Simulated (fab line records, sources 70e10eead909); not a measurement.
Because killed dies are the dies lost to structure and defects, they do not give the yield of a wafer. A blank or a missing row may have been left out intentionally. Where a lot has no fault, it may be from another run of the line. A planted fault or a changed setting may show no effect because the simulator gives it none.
A lot that was struck, set against a sound lot	flow nandHarc	15 out of 1159 route steps
Sound: wafers L115.1, L115.5, L115.6. The struck wafers were L126.1, L126.5, L126.6. The cause is given at the end.
Per side, at each step with rows, come the tool, then ch with its chambers, and then its first start. Under that, the readings that differ: sound wafers	struck wafers	difference of the means	sigmas: that difference in standard deviations of wafers without a fault.
alike: a reading whose means differ by less than 2 such deviations, as well as words and numbers matching on both sides. not compared: withheld readings; readings where some wafer has no value; bounds like >300 that might hide an equal value; numbers whose values overlap and for which the record gives no deviation.
The two part at a step that has a row with sigmas, a row that says differs or no value, or rows on one side only. When numbers do not overlap yet have no deviation, they are printed without sigmas and do not part them. A reading missing from all wafers of one side parts the sides only when that side holds two or more wafers.

NHARC_P_M2_CD_MEAS_09: the cd target is 170 nm.
  sound on cdSem-02 ch 0, day 6 04:18; struck on cdSem-02 ch 0, day 8 15:41
  alike: cdNm
NHARC_P_M2_OVL_MEAS_10: pitch 340 nm.
  sound on overlay-01 at day 6 04:23; struck on overlay-01 at day 8 15:47
  alike: overlayXNm, overlayYNm
NHARC_P_M2_INSPECT_11:
  sound on defectInspect-01 at day 6 04:26; struck on defectInspect-02 at day 8 15:49
  alike: rawDefectCount
then, 1 step without rows for these wafers: NHARC_P_M2_DESCUM_14 (chemistry O2, time 3 s).
NHARC_P_M2_ETCH_35: etches the open film in N2/H2, target depth 40 nm, overetch 12 nm, time 43.94 s.
  sound on rieDiel-02 ch 0,1,3, day 6 04:35; struck on rieDiel-05 ch 0,3, day 8 16:00
  alike: drypumpMotorCurrentA, oesProductAu, rfVppV, showerheadPlenumPTorr, throttleValvePct
  not compared: rfHoursCounterH
then, 1 step without rows for these wafers: NHARC_P_M2_ETCH_15 (etches the open film in C4F8/Ar, target depth 182.5 nm, time 91.2 s).
NHARC_P_M2_CD_MEAS_16:
  sound on cdSem-03 at day 6 04:48; struck on cdSem-02 at day 8 16:13
  alike: cdNm
NHARC_P_M2_STRIP_18: strips in N2/H2.
  sound on rieDiel-02 ch 0,2,3, day 6 04:57; struck on rieDiel-02 ch 2,3, day 8 16:17
  alike: drypumpMotorCurrentA, oesProductAu, rfVppV, showerheadPlenumPTorr, throttleValvePct
  not compared: rfHoursCounterH
then, 2 steps without rows for these wafers: NHARC_P_M2_ETCH_28 (etches the open film in CF4/N2, target depth 30 nm, time 72.99 s); NHARC_P_M2_STRIP_19 (strips in post etch residue remover, time 600 s).
NHARC_P_M2_DEGAS_29: time 60 s.
  sound on pvdSputter-02 at day 6 05:32; struck on pvdSputter-03 at day 8 16:58
  alike: heaterPowerW
NHARC_P_M2_PRE_CLEAN_30: time 30 s.
  sound on pvdSputter-02; struck on pvdSputter-03
  alike: heaterPowerW
NHARC_P_M2_PVD_20: deposits TaN, target thk 5 nm, time 8.06 s.
  sound on pvdSputter-02 at day 6 05:39; struck on pvdSputter-03 at day 8 17:20
  alike: throttleValvePct
NHARC_P_M2_PVD_21: deposits Cu, target thk 30 nm, time 20.49 s.
  sound on pvdSputter-02; struck on pvdSputter-03
  alike: throttleValvePct
-- record jumps: 13 days between struck wafers' starts before vs after; left off in module P_M2, resumes in module END, first step shown is number 1159 of the route --
NHARC_END_SORT_01:
  sound on prober-02 ch 0, day 19 11:28; struck on prober-01 ch 0, day 21 21:56
  alike: defectLimitedYield, killedAtArray, killedAtOther, killedAtPeriphery, killedDies, killedOpen, killedShort, sort_bin_2_pct, sort_bin_3_pct, sort_bin_4_pct, sortNPass, sortRimYieldPct, sortYieldPct

## WHERE THEY PART
Nowhere in this record.

WHY: what the simulator had put in
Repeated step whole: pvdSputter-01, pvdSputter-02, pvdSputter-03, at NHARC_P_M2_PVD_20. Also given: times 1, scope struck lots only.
